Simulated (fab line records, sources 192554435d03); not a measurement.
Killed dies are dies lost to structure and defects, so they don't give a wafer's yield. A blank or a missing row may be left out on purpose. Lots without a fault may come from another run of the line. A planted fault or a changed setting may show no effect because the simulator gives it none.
Chamber matching | flow n5_finfet | N5_SD_EPI_N_ETCH_16 on rie_diel-05: 4 sister chambers
The step etches SiO2 in CHF3/O2, target depth 5 nm. 24 wafers are shown with their chamber, then 12 later ones without.

WAFERS WITH THEIR CHAMBER
wafer  | chamber | drypump_motor_current_A (A) | showerhead_plenum_p_Torr (Torr) | throttle_valve_pct (%)
L077.2 | 0       | 5.5                         | 2.45                            | 19.15
L077.5 | 3       | 5.5                         | 2.53                            | 18.55
L077.6 | 2       | 4.9                         | 2.50                            | 18.59
L078.1 | 1       | 6.2                         | 2.46                            | 18.99
L078.3 | 0       | 5.5                         | 2.45                            | 19.15
L078.6 | 1       | 6.2                         | 2.46                            | 19.00
L080.1 | 1       | 6.2                         | 2.46                            | 19.00
L080.2 | 2       | 4.9                         | 2.50                            | 18.61
L080.4 | 0       | 5.5                         | 2.45                            | 19.17
L081.2 | 1       | 6.2                         | 2.46                            | 19.01
L081.5 | 3       | 5.5                         | 2.53                            | 18.59
L081.6 | 0       | 5.5                         | 2.45                            | 19.17
L082.1 | 2       | 4.9                         | 2.50                            | 18.59
L082.2 | 3       | 5.4                         | 2.53                            | 18.57
L082.3 | 0       | 5.5                         | 2.45                            | 19.18
L083.3 | 0       | 5.5                         | 2.45                            | 19.16
L083.4 | 1       | 6.2                         | 2.46                            | 19.00
L083.5 | 3       | 5.5                         | 2.53                            | 18.58
L084.3 | 1       | 6.2                         | 2.46                            | 19.01
L084.4 | 3       | 5.5                         | 2.53                            | 18.59
L084.6 | 3       | 5.5                         | 2.53                            | 18.60
L088.1 | 1       | 6.2                         | 2.45                            | 19.02
L088.3 | 2       | 4.9                         | 2.50                            | 18.62
L088.5 | 1       | 6.2                         | 2.45                            | 19.01

SIGNATURES (means of the wafers above)
reading                  | chamber 0 | chamber 1 | chamber 2 | chamber 3 | scatter within a chamber
drypump_motor_current_A  | 5.500     | 6.200     | 4.900     | 5.483     | 0.0204
showerhead_plenum_p_Torr | 2.4500    | 2.4575    | 2.5000    | 2.5300    | 0.00274
throttle_valve_pct       | 19.1633   | 19.0050   | 18.6025   | 18.5800   | 0.0134
Rule: a wafer's distance from a chamber is the root of the sum, over the readings, of the square of ((its reading less the chamber's mean) divided by the reading's scatter). The wafer belongs to the nearest chamber; if the next one is less than 2 further off, it can't be placed. The scatter: the root of (the sum of the squares of (reading less its chamber's mean) over the shown wafers, divided by (wafers less chambers)).

WAFERS WITHOUT THEIR CHAMBER
wafer  | drypump_motor_current_A (A) | showerhead_plenum_p_Torr (Torr) | throttle_valve_pct (%)
L089.1 | 6.2                         | 2.45                            | 19.01
L089.5 | 6.2                         | 2.45                            | 19.03
L089.6 | 5.5                         | 2.44                            | 19.21
L091.1 | 6.2                         | 2.45                            | 19.05
L091.2 | 5.5                         | 2.52                            | 18.60
L091.6 | 6.2                         | 2.45                            | 19.04
L092.1 | 6.2                         | 2.45                            | 19.05
L092.3 | 4.9                         | 2.49                            | 18.65
L092.4 | 5.5                         | 2.44                            | 19.22
L097.1 | 5.5                         | 2.52                            | 18.64
L097.3 | 6.2                         | 2.44                            | 19.06
L097.5 | 4.9                         | 2.49                            | 18.64

WHICH CHAMBER EACH WENT THROUGH
wafer  | from the rows above | in truth
L089.1 | 1                   | 1
L089.5 | 1                   | 1
L089.6 | 0                   | 0
L091.1 | 1                   | 1
L091.2 | 3                   | 3
L091.6 | 1                   | 1
L092.1 | 1                   | 1
L092.3 | 2                   | 2
L092.4 | 0                   | 0
L097.1 | 3                   | 3
L097.3 | 1                   | 1
L097.5 | 2                   | 2
Placed correctly: 12 of 12. Can't be placed from these rows: 0. Placed wrongly: 0.
